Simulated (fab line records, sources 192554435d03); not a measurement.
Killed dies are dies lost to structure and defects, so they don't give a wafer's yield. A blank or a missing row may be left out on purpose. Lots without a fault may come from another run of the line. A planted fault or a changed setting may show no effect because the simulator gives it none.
Chamber matching | flow n5_finfet | N5_MOL_CONTACT_COAG_STRIP_72 on rie_diel-03: 4 sister chambers
The step strips in N2/H2. 4 wafers are shown with their chamber, then 10 later ones without.

WAFERS WITH THEIR CHAMBER
wafer  | chamber | drypump_motor_current_A (A)
L077.5 | 1       | 4.9
L086.5 | 2       | 6.6
L087.2 | 3       | 6.3
L087.4 | 0       | 5.2

WAFERS WITHOUT THEIR CHAMBER
wafer  | drypump_motor_current_A (A)
L087.6 | 5.1
L088.3 | 4.9
L088.5 | 4.9
L088.6 | 6.5
L094.2 | 5.2
L094.3 | 6.2
L094.6 | 6.3
L097.2 | 6.3
L097.3 | 5.2
L097.5 | 5.2

WHICH CHAMBER EACH WENT THROUGH
wafer  | from the rows above     | in truth
L087.6 | can't be placed: 0 or 1 | 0
L088.3 | 1                       | 1
L088.5 | 1                       | 1
L088.6 | can't be placed: 2 or 3 | 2
L094.2 | 0                       | 0
L094.3 | 3                       | 3
L094.6 | 3                       | 3
L097.2 | 3                       | 3
L097.3 | 0                       | 0
L097.5 | 0                       | 0
Placed correctly: 8 of 10. Can't be placed from these rows: 2 (the true chamber is among the candidates in 2). Placed wrongly: 0.
How it was worked out, from the rows above alone: a wafer's distance from a chamber is the root of the sum, over the readings, of the square of ((its reading less the chamber's mean) divided by the reading's scatter). The wafer belongs to the nearest chamber; if the next one is less than 2 further off, it can't be placed. A chamber's mean is the mean of its shown wafers. The scatter: with one shown wafer a chamber, the root of the mean of the squares of how far each hidden wafer lies from its nearest shown one.
